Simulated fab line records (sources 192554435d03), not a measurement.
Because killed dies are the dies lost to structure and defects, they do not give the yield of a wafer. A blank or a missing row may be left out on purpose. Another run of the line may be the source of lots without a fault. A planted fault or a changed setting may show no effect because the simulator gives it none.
Chamber matching || flow n5 finfet || pecvd-02 running N5_BEOL_M12_DEP_53: 3 sister chambers
The step deposits SiCN from 3MS/NH3, target thk 30 nm, time 10.5 s. 6 wafers are shown with their chamber, then 10 later ones without.

## WAFERS WITH THEIR CHAMBER
{"wafer": "L079.6", "chamber": 1, "showerhead vpp V (V)": 1655, "showerhead plenum p Torr (Torr)": 4.165}
{"wafer": "L091.1", "chamber": 2, "showerhead vpp V (V)": 1685, "showerhead plenum p Torr (Torr)": 4.127}
{"wafer": "L091.3", "chamber": 0, "showerhead vpp V (V)": 1511, "showerhead plenum p Torr (Torr)": 4.180}
{"wafer": "L091.5", "chamber": 0, "showerhead vpp V (V)": 1533, "showerhead plenum p Torr (Torr)": 4.193}
{"wafer": "L092.1", "chamber": 1, "showerhead vpp V (V)": 1605, "showerhead plenum p Torr (Torr)": 4.162}
{"wafer": "L092.2", "chamber": 2, "showerhead vpp V (V)": 1667, "showerhead plenum p Torr (Torr)": 4.125}

## WAFERS WITHOUT THEIR CHAMBER
{"wafer": "L092.6", "showerhead vpp V (V)": 1556, "showerhead plenum p Torr (Torr)": 4.181}
{"wafer": "L093.1", "showerhead vpp V (V)": 1550, "showerhead plenum p Torr (Torr)": 4.185}
{"wafer": "L093.4", "showerhead vpp V (V)": 1659, "showerhead plenum p Torr (Torr)": 4.164}
{"wafer": "L093.5", "showerhead vpp V (V)": 1530, "showerhead plenum p Torr (Torr)": 4.172}
{"wafer": "L096.2", "showerhead vpp V (V)": 1634, "showerhead plenum p Torr (Torr)": 4.152}
{"wafer": "L096.3", "showerhead vpp V (V)": 1660, "showerhead plenum p Torr (Torr)": 4.123}
{"wafer": "L096.5", "showerhead vpp V (V)": 1666, "showerhead plenum p Torr (Torr)": 4.129}
{"wafer": "L095.1", "showerhead vpp V (V)": 1656, "showerhead plenum p Torr (Torr)": 4.119}
{"wafer": "L095.2", "showerhead vpp V (V)": 1616, "showerhead plenum p Torr (Torr)": 4.160}
{"wafer": "L095.4", "showerhead vpp V (V)": 1636, "showerhead plenum p Torr (Torr)": 4.163}

## CHAMBER TAKEN BY EACH
{"wafer": "L092.6", "from the rows above": 0, "in truth": 0}
{"wafer": "L093.1", "from the rows above": 0, "in truth": 0}
{"wafer": "L093.4", "from the rows above": 1, "in truth": 1}
{"wafer": "L093.5", "from the rows above": "can't be placed: 0 or 1", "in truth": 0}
{"wafer": "L096.2", "from the rows above": 1, "in truth": 1}
{"wafer": "L096.3", "from the rows above": 2, "in truth": 2}
{"wafer": "L096.5", "from the rows above": 2, "in truth": 2}
{"wafer": "L095.1", "from the rows above": 2, "in truth": 2}
{"wafer": "L095.2", "from the rows above": 1, "in truth": 1}
{"wafer": "L095.4", "from the rows above": 1, "in truth": 1}
9 of 10 placed correctly. Cannot be placed on the basis of these rows: 1; the candidates contain the true chamber in 1. Placed wrongly: 0.
How it was worked out, from the rows above alone: a wafer's distance from a chamber is the root of the sum, over the readings, of the square of ((its reading less the chamber's mean) divided by the reading's scatter). If the next closest chamber is less than 2 further off than the closest, the wafer can't be placed; otherwise it belongs to the closest. The mean given for a chamber averages the wafers shown for that chamber. The scatter: the root of (the sum of the squares of (reading less its chamber's mean) over the shown wafers, divided by (wafers less chambers)).
